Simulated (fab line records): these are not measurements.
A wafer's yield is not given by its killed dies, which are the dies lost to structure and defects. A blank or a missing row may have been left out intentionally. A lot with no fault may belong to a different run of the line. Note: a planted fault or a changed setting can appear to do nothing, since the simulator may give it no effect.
Chamber matching	flow nand-harc	NHARC_A_ZERO_WELL_DESCUM_12 on rie-diel-08 has 4 sister chambers
The step chemistry O2, time 3 s. 4 wafers are shown with their chamber, then 6 later ones without.

== WAFERS WITH THEIR CHAMBER ==
wafer	chamber	drypump-motor-current-A (A)
L213.1	1	5.93
L217.5	2	5.47
L219.1	3	5.58
L219.2	0	5.94

== WAFERS WHOSE CHAMBER IS MISSING ==
wafer	drypump-motor-current-A (A)
L219.3	5.93
L225.2	5.95
L225.3	5.91
L225.6	5.56
L228.1	5.96
L228.5	5.91

== WHICH CHAMBER EACH WENT THROUGH ==
wafer	from the rows above	in truth
L219.3	can't be placed: 1 or 0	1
L225.2	can't be placed: 0 or 1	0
L225.3	can't be placed: 1 or 0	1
L225.6	3	3
L228.1	can't be placed: 0 or 1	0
L228.5	can't be placed: 1 or 0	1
Correctly placed: 1 of 6. Can't be placed from these rows: 5 (the true chamber is among the candidates in 5). Wrongly placed: 0.
How it was worked out, from the rows above alone: a wafer's distance from a chamber is the root of the sum, over the readings, of the square of ((its reading less the chamber's mean) divided by the reading's scatter). If the next closest chamber is less than 2 further off than the closest, the wafer can't be placed; otherwise it belongs to the closest. Each chamber's mean is taken over the wafers shown for it. The scatter (one wafer shown for each chamber): square how far every hidden wafer sits from the nearest shown wafer, average those squares and take the square root.
